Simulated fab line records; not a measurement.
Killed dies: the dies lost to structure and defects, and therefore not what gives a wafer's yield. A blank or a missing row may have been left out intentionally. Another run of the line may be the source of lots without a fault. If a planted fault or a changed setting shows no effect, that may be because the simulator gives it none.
Which tool did it? || flow n5_finfet || 24 lots, 72 wafers sampled, at 3 steps of a route of 1938

## WHAT THE GAUGES READ, wafer by wafer
N5_BEOL_M15_THK_MEAS_01. Usual: M15_ILD_THK typically reads 1629 nm, with standard deviation 21.
{"lot": "L074", "measured": "day 11 07:31", "on": "film_metro-01", "M15_ILD_THK (nm)": "1616 1640 1644", "flag": ""}
{"lot": "L075", "measured": "day 12 09:11", "on": "film_metro-01", "M15_ILD_THK (nm)": "1635 1634 1666", "flag": ""}
{"lot": "L076", "measured": "day 12 09:26", "on": "film_metro-01", "M15_ILD_THK (nm)": "1595 1621 1636", "flag": ""}
{"lot": "L079", "measured": "day 12 11:53", "on": "film_metro-01", "M15_ILD_THK (nm)": "1600 1619 1650", "flag": ""}
{"lot": "L077", "measured": "day 12 16:38", "on": "film_metro-02", "M15_ILD_THK (nm)": "1609 1619 1617", "flag": ""}
{"lot": "L078", "measured": "day 12 20:38", "on": "film_metro-02", "M15_ILD_THK (nm)": "1656 1665 1618", "flag": ""}
{"lot": "L080", "measured": "day 13 01:27", "on": "film_metro-02", "M15_ILD_THK (nm)": "1596 1569 1614", "flag": ""}
{"lot": "L081", "measured": "day 13 12:23", "on": "film_metro-02", "M15_ILD_THK (nm)": "1614 1635 1658", "flag": ""}
{"lot": "L082", "measured": "day 13 19:00", "on": "film_metro-01", "M15_ILD_THK (nm)": "1594 1648 1642", "flag": ""}
{"lot": "L083", "measured": "day 14 00:45", "on": "film_metro-02", "M15_ILD_THK (nm)": "1644 1641 1613", "flag": ""}
{"lot": "L084", "measured": "day 14 11:16", "on": "film_metro-01", "M15_ILD_THK (nm)": "1627 1645 1613", "flag": ""}
{"lot": "L086", "measured": "day 14 15:05", "on": "film_metro-01", "M15_ILD_THK (nm)": "1616 1635 1617", "flag": ""}
{"lot": "L085", "measured": "day 14 23:20", "on": "film_metro-01", "M15_ILD_THK (nm)": "1599 1642 1630", "flag": ""}
{"lot": "L088", "measured": "day 14 23:28", "on": "film_metro-02", "M15_ILD_THK (nm)": "1631 1656 1661", "flag": ""}
{"lot": "L087", "measured": "day 15 03:21", "on": "film_metro-01", "M15_ILD_THK (nm)": "1634 1609 1693", "flag": ""}
{"lot": "L090", "measured": "day 15 16:24", "on": "film_metro-01", "M15_ILD_THK (nm)": "1665 1642 1657", "flag": ""}
{"lot": "L089", "measured": "day 16 00:14", "on": "film_metro-01", "M15_ILD_THK (nm)": "1625 1634 1639", "flag": ""}
{"lot": "L092", "measured": "day 16 02:42", "on": "film_metro-02", "M15_ILD_THK (nm)": "1598 1619 1612", "flag": ""}
{"lot": "L091", "measured": "day 16 05:13", "on": "film_metro-02", "M15_ILD_THK (nm)": "1639 1642 1637", "flag": ""}
{"lot": "L093", "measured": "day 16 10:58", "on": "film_metro-01", "M15_ILD_THK (nm)": "1634 1649 1643", "flag": ""}
{"lot": "L094", "measured": "day 16 20:34", "on": "film_metro-01", "M15_ILD_THK (nm)": "1606 1582 1622", "flag": ""}
{"lot": "L096", "measured": "day 17 11:05", "on": "film_metro-02", "M15_ILD_THK (nm)": "1623 1635 1642", "flag": ""}
{"lot": "L095", "measured": "day 17 12:13", "on": "film_metro-02", "M15_ILD_THK (nm)": "1627 1584 1650", "flag": ""}
{"lot": "L097", "measured": "day 17 15:10", "on": "film_metro-02", "M15_ILD_THK (nm)": "1620 1665 1642", "flag": ""}

N5_BEOL_M15_OVL_MEAS_29. Usual: M15_OVL typically reads -1 nm, with standard deviation 5.2.
{"lot": "L074", "measured": "day 11 09:41", "on": "overlay-02", "M15_OVL (nm)": "3 -1 -2", "flag": ""}
{"lot": "L075", "measured": "day 12 11:17", "on": "overlay-02", "M15_OVL (nm)": "6 -3 -1", "flag": ""}
{"lot": "L076", "measured": "day 12 11:28", "on": "overlay-02", "M15_OVL (nm)": "4 -2 -11", "flag": ""}
{"lot": "L079", "measured": "day 12 13:49", "on": "overlay-01", "M15_OVL (nm)": "2 -4 -9", "flag": ""}
{"lot": "L077", "measured": "day 12 18:35", "on": "overlay-02", "M15_OVL (nm)": "-7 -7 -6", "flag": ""}
{"lot": "L078", "measured": "day 12 22:40", "on": "overlay-02", "M15_OVL (nm)": "-6 1 -6", "flag": ""}
{"lot": "L080", "measured": "day 13 03:26", "on": "overlay-01", "M15_OVL (nm)": "-2 2 0", "flag": ""}
{"lot": "L081", "measured": "day 13 14:18", "on": "overlay-01", "M15_OVL (nm)": "-4 0 -5", "flag": ""}
{"lot": "L082", "measured": "day 13 20:55", "on": "overlay-02", "M15_OVL (nm)": "-4 -7 0", "flag": ""}
{"lot": "L083", "measured": "day 14 02:43", "on": "overlay-01", "M15_OVL (nm)": "9 12 2", "flag": ""}
{"lot": "L084", "measured": "day 14 13:13", "on": "overlay-01", "M15_OVL (nm)": "6 4 -1", "flag": ""}
{"lot": "L086", "measured": "day 14 17:01", "on": "overlay-01", "M15_OVL (nm)": "8 3 11", "flag": ""}
{"lot": "L085", "measured": "day 15 01:17", "on": "overlay-01", "M15_OVL (nm)": "-2 -5 3", "flag": ""}
{"lot": "L088", "measured": "day 15 01:34", "on": "overlay-01", "M15_OVL (nm)": "-8 -4 -4", "flag": ""}
{"lot": "L087", "measured": "day 15 05:37", "on": "overlay-01", "M15_OVL (nm)": "0 -7 2", "flag": ""}
{"lot": "L090", "measured": "day 15 18:19", "on": "overlay-02", "M15_OVL (nm)": "1 5 1", "flag": ""}
{"lot": "L089", "measured": "day 16 02:17", "on": "overlay-02", "M15_OVL (nm)": "-9 -6 -1", "flag": ""}
{"lot": "L092", "measured": "day 16 04:55", "on": "overlay-02", "M15_OVL (nm)": "-4 -1 1", "flag": ""}
{"lot": "L091", "measured": "day 16 07:15", "on": "overlay-02", "M15_OVL (nm)": "3 7 3", "flag": ""}
{"lot": "L093", "measured": "day 16 12:55", "on": "overlay-02", "M15_OVL (nm)": "-7 8 4", "flag": ""}
{"lot": "L094", "measured": "day 16 22:22", "on": "overlay-02", "M15_OVL (nm)": "0 2 -14", "flag": ""}
{"lot": "L096", "measured": "day 17 12:53", "on": "overlay-02", "M15_OVL (nm)": "-10 -2 -3", "flag": ""}
{"lot": "L095", "measured": "day 17 14:20", "on": "overlay-02", "M15_OVL (nm)": "1 5 6", "flag": ""}
{"lot": "L097", "measured": "day 17 17:13", "on": "overlay-01", "M15_OVL (nm)": "4 3 7", "flag": ""}

## WHICH TOOL RAN EACH LOT (tool, then ch and the chambers of the sampled wafers, then the start)
{"lot": "L074", "N5_BEOL_M15_STRIP_64": "rie_diel-01 ch 0,1,3, day 11 09:41 or earlier"}
{"lot": "L075", "N5_BEOL_M15_STRIP_64": "rie_diel-04 ch 0,1, day 12 11:17 or earlier"}
{"lot": "L076", "N5_BEOL_M15_STRIP_64": "rie_diel-01 ch 0,1,3, day 12 11:28 or earlier"}
{"lot": "L079", "N5_BEOL_M15_STRIP_64": "rie_diel-03 ch 1,2, day 12 13:49 or earlier"}
{"lot": "L077", "N5_BEOL_M15_STRIP_64": "rie_diel-03 ch 1,2,3, day 12 18:35 or earlier"}
{"lot": "L078", "N5_BEOL_M15_STRIP_64": "rie_diel-04 ch 0,2, day 12 22:40 or earlier"}
{"lot": "L080", "N5_BEOL_M15_STRIP_64": "rie_diel-01 ch 0,2, day 13 03:26 or earlier"}
{"lot": "L081", "N5_BEOL_M15_STRIP_64": "rie_diel-04 ch 1,2, day 13 14:18 or earlier"}
{"lot": "L082", "N5_BEOL_M15_STRIP_64": "rie_diel-03 ch 1,3, day 13 20:55 or earlier"}
{"lot": "L083", "N5_BEOL_M15_STRIP_64": "rie_diel-01 ch 2,3, day 14 02:43 or earlier"}
{"lot": "L084", "N5_BEOL_M15_STRIP_64": "rie_diel-01 ch 1,2, day 14 13:13 or earlier"}
{"lot": "L086", "N5_BEOL_M15_STRIP_64": "rie_diel-04 ch 0,1,3, day 14 17:01 or earlier"}
{"lot": "L085", "N5_BEOL_M15_STRIP_64": "rie_diel-04 ch 2,3, day 15 01:17 or earlier"}
{"lot": "L088", "N5_BEOL_M15_STRIP_64": "rie_diel-03 ch 1,2,3, day 15 01:34 or earlier"}
{"lot": "L087", "N5_BEOL_M15_STRIP_64": "rie_diel-04 ch 0,2, day 15 05:37 or earlier"}
{"lot": "L090", "N5_BEOL_M15_STRIP_64": "rie_diel-04 ch 1,2, day 15 18:19 or earlier"}
{"lot": "L089", "N5_BEOL_M15_STRIP_64": "rie_diel-04 ch 1,2,3, day 16 02:17 or earlier"}
{"lot": "L092", "N5_BEOL_M15_STRIP_64": "rie_diel-04 ch 0,1, day 16 04:55 or earlier"}
{"lot": "L091", "N5_BEOL_M15_STRIP_64": "rie_diel-01 ch 0,3, day 16 07:15 or earlier"}
{"lot": "L093", "N5_BEOL_M15_STRIP_64": "rie_diel-01 ch 0,1,2, day 16 12:55 or earlier"}
{"lot": "L094", "N5_BEOL_M15_STRIP_64": "rie_diel-03 ch 0,1,3, day 16 22:22 or earlier"}
{"lot": "L096", "N5_BEOL_M15_STRIP_64": "rie_diel-03 ch 0,1, day 17 12:53 or earlier"}
{"lot": "L095", "N5_BEOL_M15_STRIP_64": "rie_diel-03 ch 0,1,3, day 17 14:20 or earlier"}
{"lot": "L097", "N5_BEOL_M15_STRIP_64": "rie_diel-04 ch 0,1,3, day 17 17:13 or earlier"}
- N5_BEOL_M15_STRIP_64: strips in O2.

## WHAT THE TOOLS THEMSELVES READ (means of the sampled wafers that have a number; where no wafer has one, the mark that the record gives instead)
N5_BEOL_M15_STRIP_64. Usual: drypump_motor_current_A 5.8 A, standard deviation 0.59; oes_product_au 0.82 a.u., standard deviation 0.094; rf_vpp_V 3.6 V, standard deviation 0.51; showerhead_plenum_p_Torr 2.12 Torr, standard deviation 0.079; temp_c 59.99 C, standard deviation 0.12; throttle_valve_pct 16.60 %, standard deviation 0.19.
{"lot": "L074", "tool": "rie_diel-01", "drypump_motor_current_A (A)": 5.6, "oes_product_au (a.u.)": 0.85, "rf_vpp_V (V)": 3.4, "showerhead_plenum_p_Torr (Torr)": 2.12, "temp_c (C)": 60.02, "throttle_valve_pct (%)": 16.49, "flag": ""}
{"lot": "L075", "tool": "rie_diel-04", "drypump_motor_current_A (A)": 5.4, "oes_product_au (a.u.)": 0.79, "rf_vpp_V (V)": 3.6, "showerhead_plenum_p_Torr (Torr)": 2.15, "temp_c (C)": 59.95, "throttle_valve_pct (%)": 16.74, "flag": ""}
{"lot": "L076", "tool": "rie_diel-01", "drypump_motor_current_A (A)": 5.6, "oes_product_au (a.u.)": 0.85, "rf_vpp_V (V)": 3.4, "showerhead_plenum_p_Torr (Torr)": 2.12, "temp_c (C)": 59.87, "throttle_valve_pct (%)": 16.50, "flag": ""}
{"lot": "L079", "tool": "rie_diel-03", "drypump_motor_current_A (A)": 5.7, "oes_product_au (a.u.)": 0.71, "rf_vpp_V (V)": 3.8, "showerhead_plenum_p_Torr (Torr)": 2.11, "temp_c (C)": 60.01, "throttle_valve_pct (%)": 16.83, "flag": ""}
{"lot": "L077", "tool": "rie_diel-03", "drypump_motor_current_A (A)": 6.0, "oes_product_au (a.u.)": 0.76, "rf_vpp_V (V)": 3.9, "showerhead_plenum_p_Torr (Torr)": 2.16, "temp_c (C)": 60.00, "throttle_valve_pct (%)": 16.69, "flag": ""}
{"lot": "L078", "tool": "rie_diel-04", "drypump_motor_current_A (A)": 5.6, "oes_product_au (a.u.)": 0.81, "rf_vpp_V (V)": 3.7, "showerhead_plenum_p_Torr (Torr)": 2.13, "temp_c (C)": 60.03, "throttle_valve_pct (%)": 16.71, "flag": ""}
{"lot": "L080", "tool": "rie_diel-01", "drypump_motor_current_A (A)": 6.4, "oes_product_au (a.u.)": 0.89, "rf_vpp_V (V)": 3.9, "showerhead_plenum_p_Torr (Torr)": 2.11, "temp_c (C)": 60.01, "throttle_valve_pct (%)": 16.59, "flag": ""}
{"lot": "L081", "tool": "rie_diel-04", "drypump_motor_current_A (A)": 5.6, "oes_product_au (a.u.)": 0.90, "rf_vpp_V (V)": 3.8, "showerhead_plenum_p_Torr (Torr)": 2.10, "temp_c (C)": 59.94, "throttle_valve_pct (%)": 16.53, "flag": ""}
{"lot": "L082", "tool": "rie_diel-03", "drypump_motor_current_A (A)": 6.3, "oes_product_au (a.u.)": 0.80, "rf_vpp_V (V)": 3.7, "showerhead_plenum_p_Torr (Torr)": 2.21, "temp_c (C)": 60.05, "throttle_valve_pct (%)": 16.57, "flag": ""}
{"lot": "L083", "tool": "rie_diel-01", "drypump_motor_current_A (A)": 6.3, "oes_product_au (a.u.)": 0.79, "rf_vpp_V (V)": 3.6, "showerhead_plenum_p_Torr (Torr)": 2.03, "temp_c (C)": 59.96, "throttle_valve_pct (%)": 16.58, "flag": ""}
{"lot": "L084", "tool": "rie_diel-01", "drypump_motor_current_A (A)": 5.3, "oes_product_au (a.u.)": 0.88, "rf_vpp_V (V)": 3.7, "showerhead_plenum_p_Torr (Torr)": 2.10, "temp_c (C)": 60.07, "throttle_valve_pct (%)": 16.62, "flag": ""}
{"lot": "L086", "tool": "rie_diel-04", "drypump_motor_current_A (A)": 5.9, "oes_product_au (a.u.)": 0.86, "rf_vpp_V (V)": 3.2, "showerhead_plenum_p_Torr (Torr)": 2.17, "temp_c (C)": 60.08, "throttle_valve_pct (%)": 16.54, "flag": ""}
{"lot": "L085", "tool": "rie_diel-04", "drypump_motor_current_A (A)": 6.3, "oes_product_au (a.u.)": 0.93, "rf_vpp_V (V)": 4.1, "showerhead_plenum_p_Torr (Torr)": 2.12, "temp_c (C)": 60.00, "throttle_valve_pct (%)": 16.40, "flag": ""}
{"lot": "L088", "tool": "rie_diel-03", "drypump_motor_current_A (A)": 6.0, "oes_product_au (a.u.)": 0.74, "rf_vpp_V (V)": 3.4, "showerhead_plenum_p_Torr (Torr)": 2.16, "temp_c (C)": 60.02, "throttle_valve_pct (%)": 16.74, "flag": ""}
{"lot": "L087", "tool": "rie_diel-04", "drypump_motor_current_A (A)": 5.9, "oes_product_au (a.u.)": 0.85, "rf_vpp_V (V)": 3.7, "showerhead_plenum_p_Torr (Torr)": 2.09, "temp_c (C)": 60.02, "throttle_valve_pct (%)": 16.64, "flag": ""}
{"lot": "L090", "tool": "rie_diel-04", "drypump_motor_current_A (A)": 5.6, "oes_product_au (a.u.)": 0.88, "rf_vpp_V (V)": 3.1, "showerhead_plenum_p_Torr (Torr)": 2.10, "temp_c (C)": 59.95, "throttle_valve_pct (%)": 16.55, "flag": ""}
{"lot": "L089", "tool": "rie_diel-04", "drypump_motor_current_A (A)": 6.1, "oes_product_au (a.u.)": 0.89, "rf_vpp_V (V)": 3.2, "showerhead_plenum_p_Torr (Torr)": 2.13, "temp_c (C)": 60.04, "throttle_valve_pct (%)": 16.44, "flag": ""}
{"lot": "L092", "tool": "rie_diel-04", "drypump_motor_current_A (A)": 5.4, "oes_product_au (a.u.)": 0.76, "rf_vpp_V (V)": 3.4, "showerhead_plenum_p_Torr (Torr)": 2.14, "temp_c (C)": 60.08, "throttle_valve_pct (%)": 16.78, "flag": ""}
{"lot": "L091", "tool": "rie_diel-01", "drypump_motor_current_A (A)": 6.0, "oes_product_au (a.u.)": 0.81, "rf_vpp_V (V)": 3.3, "showerhead_plenum_p_Torr (Torr)": 2.14, "temp_c (C)": 60.06, "throttle_valve_pct (%)": 16.51, "flag": ""}
{"lot": "L093", "tool": "rie_diel-01", "drypump_motor_current_A (A)": 5.7, "oes_product_au (a.u.)": 0.86, "rf_vpp_V (V)": 3.7, "showerhead_plenum_p_Torr (Torr)": 2.13, "temp_c (C)": 59.97, "throttle_valve_pct (%)": 16.61, "flag": ""}
{"lot": "L094", "tool": "rie_diel-03", "drypump_motor_current_A (A)": 5.9, "oes_product_au (a.u.)": 0.73, "rf_vpp_V (V)": 3.5, "showerhead_plenum_p_Torr (Torr)": 2.13, "temp_c (C)": 59.97, "throttle_valve_pct (%)": 16.68, "flag": ""}
{"lot": "L096", "tool": "rie_diel-03", "drypump_motor_current_A (A)": 5.4, "oes_product_au (a.u.)": 0.69, "rf_vpp_V (V)": 3.4, "showerhead_plenum_p_Torr (Torr)": 2.05, "temp_c (C)": 59.99, "throttle_valve_pct (%)": 16.77, "flag": ""}
{"lot": "L095", "tool": "rie_diel-03", "drypump_motor_current_A (A)": 5.9, "oes_product_au (a.u.)": 0.72, "rf_vpp_V (V)": 3.7, "showerhead_plenum_p_Torr (Torr)": 2.13, "temp_c (C)": 59.98, "throttle_valve_pct (%)": 16.70, "flag": ""}
{"lot": "L097", "tool": "rie_diel-04", "drypump_motor_current_A (A)": 5.9, "oes_product_au (a.u.)": 0.82, "rf_vpp_V (V)": 4.2, "showerhead_plenum_p_Torr (Torr)": 2.16, "temp_c (C)": 59.93, "throttle_valve_pct (%)": 16.59, "flag": ""}

## THE ANSWER, worked out from the rows above alone
Rule: a lot counts as off when the mean over its wafers that have a number is more than 3 standard deviations away from the usual mean. A lot without any number at a reading at which 4 lots or more have one is off too. All remaining lots with rows at the step are treated as sound. The gauges are gone through in route order, then the tools' own readings, and for those a lot's mean is taken as printed above. The first step at which some lot is off is used, and at that step the reading that is off furthest; a lot without a number counts as furthest.
None of the lots is off at any reading shown; this tells nothing.

## WHAT THE SIMULATOR PUT IN
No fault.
